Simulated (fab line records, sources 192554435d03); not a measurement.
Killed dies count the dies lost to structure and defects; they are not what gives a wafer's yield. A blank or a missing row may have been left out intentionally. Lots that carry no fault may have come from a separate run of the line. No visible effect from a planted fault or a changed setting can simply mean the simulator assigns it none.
Chamber matching :: flow n5Finfet :: 4 sister chambers for N5_BEOL_M10_CMP_52 on cmp-01
The step polishes, stops on SiCOH lowk, t overpolish 7 s, target thk 140 nm. 4 wafers are shown with their chamber, then 8 later ones without.

## WAFERS WITH THEIR CHAMBER
wafer: L081.4
chamber: 3
motorCurrentA (A): 6.2

wafer: L085.2
chamber: 2
motorCurrentA (A): 7.0

wafer: L085.4
chamber: 0
motorCurrentA (A): 6.6

wafer: L088.3
chamber: 1
motorCurrentA (A): 6.6

## WAFERS MISSING THEIR CHAMBER
wafer: L088.4
motorCurrentA (A): 6.6

wafer: L088.5
motorCurrentA (A): 6.7

wafer: L094.2
motorCurrentA (A): 6.2

wafer: L094.3
motorCurrentA (A): 6.6

wafer: L094.5
motorCurrentA (A): 6.1

wafer: L092.1
motorCurrentA (A): 6.7

wafer: L092.4
motorCurrentA (A): 6.8

wafer: L092.5
motorCurrentA (A): 6.8

## CHAMBER TAKEN BY EACH
wafer: L088.4
from the rows above: can't be placed: 0 or 1
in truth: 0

wafer: L088.5
from the rows above: can't be placed: 0 or 1 or 2
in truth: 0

wafer: L094.2
from the rows above: 3
in truth: 3

wafer: L094.3
from the rows above: can't be placed: 0 or 1
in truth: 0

wafer: L094.5
from the rows above: 3
in truth: 3

wafer: L092.1
from the rows above: can't be placed: 0 or 1 or 2
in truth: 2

wafer: L092.4
from the rows above: can't be placed: 0 or 1 or 2
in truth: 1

wafer: L092.5
from the rows above: can't be placed: 0 or 1 or 2
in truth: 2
Placed correctly: 2 of 8. From these rows, 6 cannot be placed; in 6 the true chamber is one of the candidates. 0 placed wrongly.
How it was worked out, from the rows above alone: a wafer's distance from a chamber is the root of the sum, over the readings, of the square of ((its reading less the chamber's mean) divided by the reading's scatter). If the next closest chamber is less than 2 further off than the closest, the wafer can't be placed; otherwise it belongs to the closest. A chamber's mean is the mean of its shown wafers. The scatter: root of mean squared gap, hidden wafer to nearest shown wafer, with one shown wafer a chamber.
